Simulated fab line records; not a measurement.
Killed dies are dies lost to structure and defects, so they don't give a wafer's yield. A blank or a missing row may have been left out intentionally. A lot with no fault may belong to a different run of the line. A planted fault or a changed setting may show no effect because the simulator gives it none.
What tool caused it? | flow nand harc | 14 lots, 42 wafers sampled, at 4 steps of a route of 1302

WHAT THE GAUGES READ, wafer by wafer
The record holds no reading of a measuring or inspecting step that can be judged against a usual standard deviation.

WHICH TOOL RAN EACH LOT (tool, then ch and the chambers of the sampled wafers, then the start)
lot  | NHARC_A_STAIRCASE_ETCH_203                    | NHARC_A_STAIRCASE_TRIM_220         | NHARC_A_STAIRCASE_ETCH_221                    | NHARC_A_STAIRCASE_ETCH_230
L977 | rie diel-07 ch 0,2, day 16 20:14 or earlier   | rie diel-01 ch 0,1, day 16 20:14   | rie diel-01 ch 0,1, day 16 21:28 or earlier   | rie diel-07 ch 0,1,3, day 16 21:28
L978 | rie diel-04 ch 0,2,3, day 17 02:04 or earlier | rie diel-07 ch 0,2,3, day 17 02:04 | rie diel-07 ch 0,1,3, day 17 03:17 or earlier | rie diel-04 ch 1,2,3, day 17 03:17
L980 | rie diel-07 ch 1,3, day 17 23:34 or earlier   | rie diel-04 ch 1,3, day 17 23:34   | rie diel-04 ch 0,1,2, day 18 00:52 or earlier | rie diel-04 ch 0,2,3, day 18 00:52
L983 | rie diel-07 ch 1,2, day 18 14:15 or earlier   | rie diel-07 ch 0,2,3, day 18 14:15 | rie diel-07 ch 0,1,2, day 18 15:27 or earlier | rie diel-04 ch 1,2,3, day 18 15:27
L990 | rie diel-07 ch 0,3, day 21 16:39 or earlier   | rie diel-07 ch 0,1,2, day 21 16:39 | rie diel-07 ch 1,2, day 21 17:51 or earlier   | rie diel-07 ch 1,3, day 21 17:51
L991 | rie diel-07 ch 0,1,3, day 22 06:08 or earlier | rie diel-04 ch 0,1,3, day 22 06:08 | rie diel-04 ch 0,3, day 22 07:20 or earlier   | rie diel-01 ch 2,3, day 22 07:20
L989 | rie diel-07 ch 0,1,2, day 22 19:08 or earlier | rie diel-01 ch 0,2,3, day 22 19:08 | rie diel-01 ch 0,1,2, day 22 20:24 or earlier | rie diel-04 ch 1,2,3, day 22 20:24
L993 | rie diel-07 ch 0,1,3, day 23 01:28 or earlier | rie diel-04 ch 1,2, day 23 01:28   | rie diel-04 ch 0,2,3, day 23 05:28 or earlier | rie diel-07 ch 0,1,3, day 23 05:28
L992 | rie diel-01 ch 0,1,3, day 23 01:45 or earlier | rie diel-01 ch 0,3, day 23 01:45   | rie diel-01 ch 0,3, day 23 03:24 or earlier   | rie diel-07 ch 1,3, day 23 03:24
L994 | rie diel-01 ch 0,3, day 24 00:00 or earlier   | rie diel-01 ch 1,2,3, day 24 00:00 | rie diel-01 ch 0,2,3, day 24 01:11 or earlier | rie diel-04 ch 0,2,3, day 24 01:11
L996 | rie diel-04 ch 0,1,2, day 25 01:04 or earlier | rie diel-07 ch 0,1,3, day 25 01:04 | rie diel-07 ch 0,1,2, day 25 02:16 or earlier | rie diel-07 ch 0,2,3, day 25 02:16
L998 | rie diel-04 ch 1,3, day 25 01:25 or earlier   | rie diel-04 ch 0,2, day 25 01:25   | rie diel-04 ch 0,2, day 25 02:38 or earlier   | rie diel-04 ch 0,1,2, day 25 02:38
L997 | rie diel-07 ch 1,2, day 25 08:15 or earlier   | rie diel-07 ch 0,2, day 25 08:15   | rie diel-07 ch 0,2, day 25 09:29 or earlier   | rie diel-07 ch 0,2, day 25 09:29
L999 | rie diel-07 ch 0,1,2, day 25 14:10 or earlier | rie diel-07 ch 0,2,3, day 25 14:10 | rie diel-07 ch 0,1,3, day 25 16:18 or earlier | rie diel-04 ch 0,1,3, day 25 16:18
- NHARC_A_STAIRCASE_ETCH_203: etches the open film in C4F8/O2, target depth 100 nm, time 40.5 s.
- NHARC_A_STAIRCASE_TRIM_220: chemistry O2, time 211.2 s.
- NHARC_A_STAIRCASE_ETCH_221: etches the open film in C4F8/O2, target depth 100 nm, time 40.5 s.
- NHARC_A_STAIRCASE_ETCH_230: etches the open film in C4F8/O2, target depth 100 nm, time 40.5 s.

WHAT THE TOOLS THEMSELVES READ (means of the sampled wafers that have a number; where no wafer has one, the mark that the record gives instead)
NHARC_A_STAIRCASE_ETCH_203. Usual: oes product au 0.947 a.u., standard deviation 0.0097; rf fwd power W 592.7 W, standard deviation 1.9; rf vpp V 895 V, standard deviation 4.2.
lot  | tool        | oes product au (a.u.) | rf fwd power W (W) | rf vpp V (V) | flag
L977 | rie diel-07 | 0.952                 | 594.9              | 895          |
L978 | rie diel-04 | 0.954                 | 591.7              | 891          |
L980 | rie diel-07 | 0.951                 | 593.0              | 897          |
L983 | rie diel-07 | 0.946                 | 592.9              | 897          |
L990 | rie diel-07 | 0.952                 | 592.2              | 896          |
L991 | rie diel-07 | 0.951                 | 594.3              | 896          |
L989 | rie diel-07 | 0.945                 | 593.0              | 895          |
L993 | rie diel-07 | 0.955                 | 593.2              | 895          |
L992 | rie diel-01 | 0.948                 | 592.7              | 898          |
L994 | rie diel-01 | 0.933                 | 592.5              | 894          |
L996 | rie diel-04 | 0.936                 | 594.1              | 893          |
L998 | rie diel-04 | 0.954                 | 592.7              | 893          |
L997 | rie diel-07 | 0.958                 | 593.1              | 897          |
L999 | rie diel-07 | 0.948                 | 591.9              | 894          |

NHARC_A_STAIRCASE_TRIM_220. Usual: drypump motor current A 5.6 A, standard deviation 0.5; oes product au 1.001 a.u., standard deviation 0.0072; rf vpp V 57.7 V, standard deviation 0.81; showerhead plenum p Torr 3.51 Torr, standard deviation 0.12; throttle valve pct 17.035 %, standard deviation 0.0092.
lot  | tool        | drypump motor current A (A) | oes product au (a.u.) | rf vpp V (V) | showerhead plenum p Torr (Torr) | throttle valve pct (%) | flag
L977 | rie diel-01 | 5.3                         | 1.000                 | 57.1         | 3.32                            | 17.034                 |
L978 | rie diel-07 | 6.1                         | 1.012                 | 57.8         | 3.54                            | 17.034                 |
L980 | rie diel-04 | 6.0                         | 1.007                 | 57.5         | 3.39                            | 17.041                 |
L983 | rie diel-07 | 6.1                         | 1.006                 | 57.4         | 3.53                            | 17.037                 |
L990 | rie diel-07 | 6.2                         | 0.997                 | 57.6         | 3.51                            | 17.040                 |
L991 | rie diel-04 | 5.8                         | 1.004                 | 57.1         | 3.42                            | 17.033                 |
L989 | rie diel-01 | 5.3                         | 0.996                 | 58.7         | 3.53                            | 17.035                 |
L993 | rie diel-04 | 5.4                         | 1.001                 | 57.7         | 3.41                            | 17.030                 |
L992 | rie diel-01 | 5.3                         | 0.998                 | 58.0         | 3.56                            | 17.035                 |
L994 | rie diel-01 | 5.1                         | 0.994                 | 58.2         | 3.65                            | 17.042                 |
L996 | rie diel-07 | 5.8                         | 0.996                 | 57.2         | 3.49                            | 17.030                 |
L998 | rie diel-04 | 5.5                         | 1.005                 | 57.7         | 3.40                            | 17.029                 |
L997 | rie diel-07 | 6.6                         | 1.009                 | 58.0         | 3.51                            | 17.037                 |
L999 | rie diel-07 | 6.1                         | 0.998                 | 58.2         | 3.50                            | 17.039                 |

NHARC_A_STAIRCASE_ETCH_221. Usual: oes product au 0.943 a.u., standard deviation 0.012; rf fwd power W 592.7 W, standard deviation 2.3; rf vpp V 895 V, standard deviation 4.5.
lot  | tool        | oes product au (a.u.) | rf fwd power W (W) | rf vpp V (V) | flag
L977 | rie diel-01 | 0.952                 | 593.9              | 890          |
L978 | rie diel-07 | 0.943                 | 592.5              | 896          |
L980 | rie diel-04 | 0.932                 | 592.6              | 893          |
L983 | rie diel-07 | 0.952                 | 592.4              | 896          |
L990 | rie diel-07 | 0.943                 | 593.3              | 897          |
L991 | rie diel-04 | 0.951                 | 591.0              | 890          |
L989 | rie diel-01 | 0.953                 | 593.6              | 897          |
L993 | rie diel-04 | 0.943                 | 592.3              | 890          |
L992 | rie diel-01 | 0.954                 | 592.3              | 896          |
L994 | rie diel-01 | 0.947                 | 592.6              | 894          |
L996 | rie diel-07 | 0.962                 | 590.4              | 895          |
L998 | rie diel-04 | 0.949                 | 592.0              | 891          |
L997 | rie diel-07 | 0.940                 | 591.8              | 893          |
L999 | rie diel-07 | 0.937                 | 594.1              | 895          |

NHARC_A_STAIRCASE_ETCH_230. Usual: oes product au 0.950 a.u., standard deviation 0.017; rf fwd power W 592.6 W, standard deviation 2; rf vpp V 894 V, standard deviation 4.6.
lot  | tool        | oes product au (a.u.) | rf fwd power W (W) | rf vpp V (V) | flag
L977 | rie diel-07 | 0.976                 | 593.3              | 896          |
L978 | rie diel-04 | 0.970                 | 593.0              | 892          |
L980 | rie diel-04 | 1.024                 | 671.5              | 890          | OFF
L983 | rie diel-04 | 1.051                 | 674.5              | 891          | OFF
L990 | rie diel-07 | 0.949                 | 592.4              | 897          |
L991 | rie diel-01 | 0.962                 | 593.1              | 899          |
L989 | rie diel-04 | 0.964                 | 592.5              | 891          |
L993 | rie diel-07 | 0.918                 | 594.1              | 894          |
L992 | rie diel-07 | 0.928                 | 592.8              | 897          |
L994 | rie diel-04 | 0.967                 | 592.3              | 891          |
L996 | rie diel-07 | 0.949                 | 592.7              | 896          |
L998 | rie diel-04 | 0.952                 | 592.5              | 892          |
L997 | rie diel-07 | 0.945                 | 589.9              | 895          |
L999 | rie diel-04 | 0.930                 | 593.2              | 891          |

THE ANSWER, worked out from the rows above alone
Rule: a lot is off if the mean of its wafers that have a number lies more than 3 standard deviations from the usual mean. A lot without any number at a reading at which 4 lots or more have one is off too. Where the step has rows for the other lots, those lots are counted as sound. Order of review: gauges by route order, followed by the tools' own readings, for which a lot's mean as printed above is used. At the first step where some lot is off, the reading lying furthest off is the one used; lots without a number count as furthest.
Off, at NHARC_A_STAIRCASE_ETCH_230 on rf fwd power W: L980, L983.
A tool fits if, at that step or a process step before it, it ran every lot that is off, and no sound lot after the first of them. NHARC_A_STAIRCASE_ETCH_203: start missing for some lots; hours and lot order therefore follow NHARC_A_STAIRCASE_TRIM_220. NHARC_A_STAIRCASE_ETCH_221: start missing for some lots; hours and lot order therefore follow NHARC_A_STAIRCASE_ETCH_230. No candidate that was tried fits.

WHAT THE SIMULATOR PUT IN
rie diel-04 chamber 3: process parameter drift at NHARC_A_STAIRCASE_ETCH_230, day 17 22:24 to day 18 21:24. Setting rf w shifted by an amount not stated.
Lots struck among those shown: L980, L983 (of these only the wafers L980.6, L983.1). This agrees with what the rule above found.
